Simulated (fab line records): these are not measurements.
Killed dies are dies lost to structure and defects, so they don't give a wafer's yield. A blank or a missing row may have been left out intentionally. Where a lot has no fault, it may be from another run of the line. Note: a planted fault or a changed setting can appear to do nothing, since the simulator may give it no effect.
fab line records ; flow nand-harc
[record] lots = 11; wafers = 33; last-day = 33
route steps=1302 shown P_ZERO_WELL@9 P_GATE@143
lots untouched by any fault: they come from a run of this same line in which no faults occurred
start-h: hours from the record's opening day to when the first of the lot's shown wafers began ; wait-h: hours from the lot's prior step to this one ; " the same as in the row above ; L1.1+2: one row covering several wafers at once ; - either no value or no given start ; * or withheld: withheld ; < > ~ a bound
route shown NAME@n: names a module that has steps shown in the file, with the first one's number in the route ; usual: average and standard deviation across the fault-free wafers ; same: alike in all rows ; chamber/n: place in a boat ; sites: per-site readings ; _std_site: how widely they spread, as a standard deviation ; _edge_site: outer sites' mean less inner sites' ; radius-mm: how far each site lies from the wafer's centre ; mask NAME#n: copy n ; behind: the last tool/chamber to shape the wafer ; hold: reason for holding the lot/hours on hold/outcome of the hold ; device: the transistor (n, p or np) that didn't switch ; end of line: tests run on the same wafers once the route is complete ; a step with no rows: only its recipe ; killed: at the first sort, the dies lost to defects and structure; wafer yield is something else ; map: a wafer's dies, x killed, . not, _ none there
set.NAME: the setting that was run; set.NAME@STEP: the one run at that earlier step ; model.NAME: the simulator's own value behind a step, which no gauge read
steps of the route over a sample of lots; a table a step, a row a wafer
services: the hour from which a tool's chamber was out of use, counted from the record's first day as start-h (under 0 if before that day), plus the number of hours and why
[[steps]]
[step NHARC_P_ZERO_WELL_SOFTBAKE_06]
[recipe] temp-c = 125; time-s = 70
[usual] heater-power-total-W = 200.8/1.2
lot.wafer;tool;chamber;start-h;wait-h;heater-power-total-W
L315.1;litho-track-05;0;20;-;202.4
L315.2;litho-track-05;0;20;-;200.9
L315.6;litho-track-05;0;20;-;202.2
L316.1;litho-track-05;0;30;-;202.7
L316.3;litho-track-05;0;30;-;199.4
L316.6;litho-track-05;0;30;-;200.0
L322.1;litho-track-05;0;90;-;200.9
L322.3;litho-track-05;0;90;-;199.7
L322.6;litho-track-05;0;90;-;202.4
L324.1;litho-track-05;0;110;-;200.0
L324.5;litho-track-05;0;110;-;199.6
L324.6;litho-track-05;0;110;-;202.6
L325.2;litho-track-05;0;120;-;202.6
L325.3;litho-track-05;0;120;-;202.7
L325.5;litho-track-05;0;120;-;201.3
L327.1;litho-track-05;0;140;-;202.0
L327.2;litho-track-05;0;140;-;199.5
L327.3;litho-track-05;0;140;-;335.6
L328.4;litho-track-05;0;150;-;334.6
L328.5;litho-track-05;0;150;-;200.5
L328.6;litho-track-05;0;150;-;200.1
L329.1;litho-track-05;0;160;-;199.2
L329.3;litho-track-05;0;160;-;339.2
L329.4;litho-track-05;0;160;-;333.1
L330.3;litho-track-07;0;170;-;201.1
L330.5;litho-track-07;0;170;-;202.7
L330.6;litho-track-07;0;170;-;200.8
L336.1;litho-track-05;0;230;-;202.3
L336.2;litho-track-05;0;230;-;201.4
L336.5;litho-track-05;0;230;-;202.2
L338.1;litho-track-05;0;250;-;200.1
L338.2;litho-track-05;0;250;-;199.7
L338.4;litho-track-05;0;250;-;201.8
[step NHARC_P_ZERO_WELL_CD_MEAS_11]
[recipe] target-cd-nm = 500; landing-energy-ev = 500
[usual] cd-nm = 500.1/1.7
lot.wafer;tool;chamber;start-h;wait-h;cd-nm
L315.1;cd-sem-01;0;21.24;-;502.8
L315.2;cd-sem-01;0;21.24;-;502.4
L315.6;cd-sem-01;0;21.24;-;501.2
L316.1;cd-sem-02;0;31.24;-;499.3
L316.3;cd-sem-02;0;31.24;-;497.5
L316.6;cd-sem-02;0;31.24;-;498.6
L322.1;cd-sem-03;0;91.11;-;501.4
L322.3;cd-sem-03;0;91.11;-;501.8
L322.6;cd-sem-03;0;91.11;-;499.1
L324.1;cd-sem-03;0;111.24;-;500.9
L324.5;cd-sem-03;0;111.24;-;501.7
L324.6;cd-sem-03;0;111.24;-;501.6
L325.2;cd-sem-03;0;121.23;-;501.6
L325.3;cd-sem-03;0;121.23;-;501.2
L325.5;cd-sem-03;0;121.23;-;499.1
L327.1;cd-sem-02;0;141.25;-;498.6
L327.2;cd-sem-02;0;141.25;-;499.5
L327.3;cd-sem-02;0;141.25;-;491.7
L328.4;cd-sem-03;0;151.25;-;495.3
L328.5;cd-sem-03;0;151.25;-;499.6
L328.6;cd-sem-03;0;151.25;-;502.3
L329.1;cd-sem-02;0;161.11;-;501.8
L329.3;cd-sem-02;0;161.11;-;496.0
L329.4;cd-sem-02;0;161.11;-;494.8
L330.3;cd-sem-03;0;171.12;-;500.7
L330.5;cd-sem-03;0;171.12;-;500.7
L330.6;cd-sem-03;0;171.12;-;505.0
L336.1;cd-sem-02;0;231.11;-;501.4
L336.2;cd-sem-02;0;231.11;-;498.0
L336.5;cd-sem-02;0;231.11;-;499.1
L338.1;cd-sem-03;0;251.24;-;498.5
L338.2;cd-sem-03;0;251.24;-;501.2
L338.4;cd-sem-03;0;251.24;-;498.1
[step NHARC_P_GATE_INSPECT_28]
[usual] raw-defect-count = 6/3.3
lot.wafer;tool;chamber;start-h;wait-h;raw-defect-count
L315.1;defect-inspect-01;-;101.41;0.0;3
L315.2;defect-inspect-01;-;101.41;0.0;5
L315.6;defect-inspect-01;-;101.41;0.0;3
L316.1;defect-inspect-02;-;106.01;0.0;7
L316.3;defect-inspect-02;-;106.01;0.0;6
L316.6;defect-inspect-02;-;106.01;0.0;5
L322.1;defect-inspect-02;-;166.13;0.0;11
L322.3;defect-inspect-02;-;166.13;0.0;13
L322.6;defect-inspect-02;-;166.13;0.0;4
L324.1;defect-inspect-01;-;182.09;0.0;5
L324.5;defect-inspect-01;-;182.09;0.0;10
L324.6;defect-inspect-01;-;182.09;0.0;7
L325.2;defect-inspect-01;-;202.38;0.0;1
L325.3;defect-inspect-01;-;202.38;0.0;7
L325.5;defect-inspect-01;-;202.38;0.0;4
L327.1;defect-inspect-01;-;216.44;0.0;7
L327.2;defect-inspect-01;-;216.44;0.0;4
L327.3;defect-inspect-01;-;216.44;0.0;3
L328.4;defect-inspect-02;-;226.70;0.0;5
L328.5;defect-inspect-02;-;226.70;0.0;6
L328.6;defect-inspect-02;-;226.70;0.0;2
L329.1;defect-inspect-02;-;242.11;0.0;5
L329.3;defect-inspect-02;-;242.11;0.0;14
L329.4;defect-inspect-02;-;242.11;0.0;9
L330.3;defect-inspect-01;-;242.34;0.0;5
L330.5;defect-inspect-01;-;242.34;0.0;1
L330.6;defect-inspect-01;-;242.34;0.0;8
L336.1;defect-inspect-01;-;304.66;0.0;17
L336.2;defect-inspect-01;-;304.66;0.0;12
L336.5;defect-inspect-01;-;304.66;0.0;6
L338.1;defect-inspect-02;-;329.44;0.0;10
L338.2;defect-inspect-02;-;329.44;0.0;11
L338.4;defect-inspect-02;-;329.44;0.0;10
[step NHARC_P_GATE_DESCUM_31]
[recipe] time-s = 3; o2-flow-sccm = 200; ar-flow-sccm = 0; bias-power-w = 0; chemistry = O2
[usual] chamber-pressure-mTorr = 60.00/0.05; drypump-motor-current-A = 5.5/0.31; mfc-ar-sccm = 0.012/0.011; oes-product-au = 0.996/0.0074; rf-vpp-V = 57.7/0.82; showerhead-plenum-p-Torr = 1.93/0.073; throttle-valve-pct = 11.312/0.0096
[same] bias-power-w = 0
lot.wafer;tool;chamber;start-h;wait-h;chamber-pressure-mTorr;drypump-motor-current-A;mfc-ar-sccm;oes-product-au;rf-hours-counter-h;rf-vpp-V;showerhead-plenum-p-Torr;throttle-valve-pct
L315.2;rie-diel-04;2;101.47;0.1;59.99;5.4;0;1.001;5;58.0;1.93;11.323
L315.1;rie-diel-04;0;101.47;0.1;59.97;5.8;0;1.004;6;56.2;1.90;11.310
L315.6;rie-diel-04;3;101.47;0.1;60.04;5.5;0;0.986;-;58.5;1.98;11.313
L316.3;rie-diel-04;0;106.07;0.1;59.93;5.8;0;1.000;6;57.4;1.90;11.311
L316.1;rie-diel-04;1;106.07;0.1;59.99;5.8;0.031;0.993;5;57.6;1.99;11.305
L316.6;rie-diel-04;1;106.07;0.1;60.07;5.8;0.031;0.993;-;57.9;1.99;11.289
L322.1;rie-diel-07;2;166.21;0.1;59.99;5.1;0.022;0.993;2;57.7;2.00;11.319
L322.3;rie-diel-07;3;166.21;0.1;60.03;5.1;0.006;1.006;2;57.6;1.99;11.306
L322.6;rie-diel-07;1;166.21;0.1;59.98;5.4;0.018;0.992;-;58.7;1.82;11.304
L324.1;rie-diel-09;3;182.18;0.1;59.97;6.3;0;0.998;2;57.6;1.82;11.323
L324.5;rie-diel-09;0;182.18;0.1;59.89;5.6;0.019;0.988;-;59.6;1.79;11.309
L324.6;rie-diel-09;1;182.18;0.1;60.04;5.8;0;0.996;-;57.5;1.84;11.305
L325.2;rie-diel-07;0;202.44;0.1;60.10;5.6;0.019;0.998;6;58.1;1.97;11.331
L325.3;rie-diel-07;1;202.44;0.1;60.01;5.4;0.018;1.006;5;57.7;1.82;11.313
L325.5;rie-diel-07;0;202.44;0.1;60.02;5.6;0.019;0.994;-;57.5;1.97;11.318
L327.1;rie-diel-07;2;216.50;0.1;60.06;5.1;0.022;0.984;5;57.8;2.00;11.294
L327.2;rie-diel-07;3;216.50;0.1;60.05;5.1;0.006;0.990;6;56.7;1.99;11.310
L327.3;rie-diel-07;0;216.50;0.1;60.02;5.6;0.019;0.987;6;56.2;1.97;11.302
L328.4;rie-diel-07;2;226.77;0.1;59.94;5.1;0.022;0.983;6;58.3;1.99;11.308
L328.6;rie-diel-07;1;226.77;0.1;60.05;5.4;0.018;0.995;-;57.5;1.82;11.317
L328.5;rie-diel-07;2;226.77;0.1;60.00;5.1;0.022;0.997;-;58.2;1.99;11.326
L329.1;rie-diel-07;0;242.18;0.1;59.94;5.6;0.019;0.996;8;58.4;1.97;11.302
L329.3;rie-diel-07;1;242.18;0.1;59.97;5.4;0.018;0.990;7;57.2;1.82;11.317
L329.4;rie-diel-07;2;242.18;0.1;59.96;5.1;0.022;0.996;6;58.2;1.99;11.321
L330.3;rie-diel-04;0;242.42;0.1;60.00;5.8;0;1.009;4;57.0;1.90;11.304
L330.6;rie-diel-04;1;242.42;0.1;59.96;5.8;0.031;1.010;-;57.0;1.99;11.315
L330.5;rie-diel-04;2;242.42;0.1;60.04;5.4;0;1.002;-;58.0;1.93;11.307
L336.2;rie-diel-07;2;304.74;0.1;60.07;5.1;0.022;1.008;0;56.4;1.99;11.315
L336.1;rie-diel-07;3;304.74;0.1;59.97;5.1;0.006;0.998;0;57.5;1.98;11.304
L336.5;rie-diel-07;0;304.74;0.1;59.99;5.6;0.019;0.993;-;57.9;1.97;11.302
L338.2;rie-diel-09;3;329.51;0.1;60.07;6.4;0;1.013;0;57.9;1.82;11.319
L338.4;rie-diel-09;0;329.51;0.1;60.08;5.6;0.019;0.999;0;56.9;1.79;11.332
L338.1;rie-diel-09;1;329.51;0.1;59.99;5.9;0;0.996;0;58.5;1.83;11.326
[step NHARC_P_GATE_HM_OPEN_105]
[recipe] target-depth-a = 3600; o2-flow-sccm = 400; cos-flow-sccm = 20; ar-flow-sccm = 0; rf-w = 500; bias-w = 300; chemistry = O2/COS
[usual] chamber-pressure-mTorr = 20.000/0.02; drypump-motor-current-A = 5.5/0.33; mfc-ar-sccm = 0.011/0.011; oes-product-au = 0.996/0.0089; rf-vpp-V = 467.5/2.5; showerhead-plenum-p-Torr = 3.14/0.11; throttle-valve-pct = 28.330/0.0089
lot.wafer;tool;chamber;start-h;wait-h;chamber-pressure-mTorr;drypump-motor-current-A;mfc-ar-sccm;oes-product-au;rf-hours-counter-h;rf-vpp-V;showerhead-plenum-p-Torr;throttle-valve-pct
L315.2;rie-diel-04;3;-;-;19.966;5.5;0;0.992;5;467.9;3.22;28.330
L315.1;rie-diel-04;1;-;-;19.954;5.9;0.031;0.999;5;470.7;3.24;28.315
L315.6;rie-diel-04;3;-;-;19.990;5.5;0;0.992;-;468.9;3.22;28.338
L316.3;rie-diel-04;2;-;-;20.037;5.4;0;0.999;5;467.5;3.14;28.344
L316.1;rie-diel-04;3;-;-;20.002;5.5;0;0.993;5;469.5;3.22;28.322
L316.6;rie-diel-04;0;-;-;19.994;5.8;0;0.990;-;467.0;3.10;28.328
L322.3;rie-diel-07;0;-;-;20.016;5.6;0.019;0.994;3;469.8;3.21;28.332
L322.1;rie-diel-07;1;-;-;20.003;5.4;0.018;0.987;3;463.8;2.98;28.334
L322.6;rie-diel-07;1;-;-;20.009;5.4;0.018;0.985;-;462.8;2.98;28.341
L324.1;rie-diel-09;2;-;-;19.993;5.9;0;1.012;1;463.5;2.94;28.315
L324.6;rie-diel-09;0;-;-;19.997;5.6;0.019;0.997;-;461.8;2.93;28.324
L324.5;rie-diel-09;1;-;-;19.985;5.9;0;1.000;-;465.6;3.00;28.333
L325.2;rie-diel-07;0;-;-;20.011;5.6;0.019;1.006;6;468.7;3.21;28.321
L325.3;rie-diel-07;1;-;-;19.992;5.4;0.018;1.009;5;465.5;2.98;28.329
L325.5;rie-diel-07;2;-;-;19.986;5.1;0.022;0.995;-;468.8;3.25;28.331
L327.3;rie-diel-07;0;-;-;20.004;5.6;0.019;0.987;6;468.9;3.21;28.337
L327.2;rie-diel-07;2;-;-;20.014;5.1;0.022;0.976;5;469.6;3.25;28.330
L327.1;rie-diel-07;3;-;-;19.973;5.2;0.006;0.989;6;469.1;3.23;28.345
L328.4;rie-diel-07;2;-;-;19.992;5.1;0.022;0.984;6;469.1;3.25;28.324
L328.5;rie-diel-07;2;-;-;19.977;5.1;0.022;0.987;-;469.7;3.25;28.324
L328.6;rie-diel-07;3;-;-;20.030;5.2;0.006;0.994;-;469.9;3.23;28.328
L329.3;rie-diel-07;0;-;-;20.010;5.6;0.019;0.984;8;468.8;3.21;28.329
L329.1;rie-diel-07;1;-;-;19.987;5.4;0.018;0.986;7;464.3;2.98;28.336
L329.4;rie-diel-07;2;-;-;20.003;5.1;0.022;0.996;6;469.0;3.25;28.320
L330.3;rie-diel-04;3;-;-;20.015;5.5;0;1.017;3;469.7;3.21;28.328
L330.5;rie-diel-04;0;-;-;19.989;5.8;0;1.006;-;466.5;3.10;28.313
L330.6;rie-diel-04;1;-;-;19.979;5.9;0.031;1.002;-;467.9;3.23;28.342
L336.2;rie-diel-07;1;-;-;20.000;5.4;0.018;1.008;0;463.9;2.98;28.330
L336.1;rie-diel-07;2;-;-;19.993;5.1;0.022;0.988;0;469.7;3.25;28.344
L336.5;rie-diel-07;3;-;-;19.979;5.1;0.006;0.991;-;469.5;3.23;28.344
L338.1;rie-diel-09;2;-;-;19.983;5.9;0;1.006;0;462.2;2.94;28.325
L338.2;rie-diel-09;3;-;-;19.991;6.4;0;1.010;0;465.0;2.97;28.341
L338.4;rie-diel-09;1;-;-;20.017;5.8;0;0.993;0;465.0;3.00;28.327
[[services]]
tool;chamber;start-h;hours;kind
rie-diel-04;1;-1.92;6.2;repair
rie-diel-04;-;0.94;9.0;pm
rie-diel-09;3;39.47;11.8;repair
rie-diel-04;3;42.23;3.5;repair
rie-diel-07;0;72.44;4.5;repair
litho-track-07;-;76.00;7.0;pm
rie-diel-04;3;86.96;2.7;repair
rie-diel-07;-;114.53;0.2;repair
rie-diel-07;-;117.20;9.0;pm
litho-track-05;-;124.01;7.0;pm
rie-diel-07;-;137.05;0.2;repair
rie-diel-09;-;143.10;9.0;pm
rie-diel-04;-;177.98;9.0;pm
rie-diel-07;1;216.31;2.7;repair
rie-diel-04;2;218.43;1.9;repair
litho-track-07;-;251.00;7.0;pm
rie-diel-07;1;261.29;3.8;repair
rie-diel-09;2;278.50;6.1;repair
rie-diel-04;0;284.99;1.9;repair
rie-diel-07;-;294.21;9.0;pm
rie-diel-04;-;294.96;0.3;repair
rie-diel-09;0;298.05;10.4;repair
litho-track-05;-;299.01;7.0;pm
rie-diel-09;-;320.10;9.0;pm
[[key]]
[first-sign] step = NHARC_P_ZERO_WELL_SOFTBAKE_06; reading = heater-power-total-W; direction = up; sigmas = 99+; usual = *; struck = *
[effect] step = NHARC_P_ZERO_WELL_CD_MEAS_11; reading = cd-nm; direction = down; sigmas = 3.4; usual = 500.1; struck = 494.5
met-at NHARC_P_ZERO_WELL_SOFTBAKE_06
struck-lots L327,L328,L329
struck-wafers L327.3,L328.4,L329.3,L329.4
tester-left-out L327,L328,L329
not-acting-at NHARC_P_GATE_INSPECT_28,NHARC_P_GATE_DESCUM_31,NHARC_P_GATE_HM_OPEN_105
onset-between 120 140
[fault] kind = process-parameter-drift; tool = litho-track-05; chamber = -; onset-h = 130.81; steps = NHARC_P_ZERO_WELL_SOFTBAKE_06; channel = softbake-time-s; offset = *; shape = step; end-h = 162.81; scope = struck-wafers-only; acts-in = *; stated = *
// tester-left-out: of these lots the tester's yield and bins aren't shown, on N5 and GAA mostly nor the transistor test; their killed dies are dies lost to structure and defects alone, not to doping, threshold or leakage, so they don't give the yield
